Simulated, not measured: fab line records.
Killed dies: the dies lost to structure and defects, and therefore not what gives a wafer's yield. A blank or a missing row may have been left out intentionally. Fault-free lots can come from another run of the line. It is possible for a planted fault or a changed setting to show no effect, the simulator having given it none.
Chamber matching    flow n5 finfet    N5_BEOL_M5_STRIP_19 on rie diel-02: 4 sister chambers
The step strips in O2. 8 wafers are shown with their chamber, then 9 later ones without.

== WAFERS, EACH WITH ITS CHAMBER ==
wafer   chamber  throttle valve pct (%)  showerhead plenum p Torr (Torr)
L081.1  1        16.45                   2.01
L081.3  2        16.87                   2.17
L081.5  3        16.85                   2.07
L082.1  3        16.85                   2.07
L082.2  1        16.44                   2.01
L088.3  0        16.77                   2.23
L088.4  0        16.75                   2.23
L088.6  2        16.87                   2.16

== WAFERS WITH NO CHAMBER GIVEN ==
wafer   throttle valve pct (%)  showerhead plenum p Torr (Torr)
L094.1  16.81                   2.22
L094.2  16.49                   2.00
L094.6  16.79                   2.22
L095.1  16.92                   2.16
L095.3  16.81                   2.22
L095.5  16.50                   2.00
L097.2  16.51                   2.00
L097.4  16.83                   2.22
L097.6  16.52                   2.00

== EACH ONE'S CHAMBER ==
wafer   from the rows above  in truth
L094.1  0                    0
L094.2  1                    1
L094.6  0                    0
L095.1  2                    2
L095.3  0                    0
L095.5  1                    1
L097.2  1                    1
L097.4  0                    0
L097.6  1                    1
Placed correctly: 9 of 9. Left unplaced by these rows: 0. Wrongly placed: 0.
How it was worked out, from the rows above alone: a wafer's distance from a chamber is the root of the sum, over the readings, of the square of ((its reading less the chamber's mean) divided by the reading's scatter). The wafer belongs to the nearest chamber; if the next one is less than 2 further off, it can't be placed. For every chamber, the mean is computed from those of its wafers that are shown. How the scatter is found: for the shown wafers, subtract from each reading the mean of its chamber, square and add these, divide the total by (wafers less chambers), then take the root.
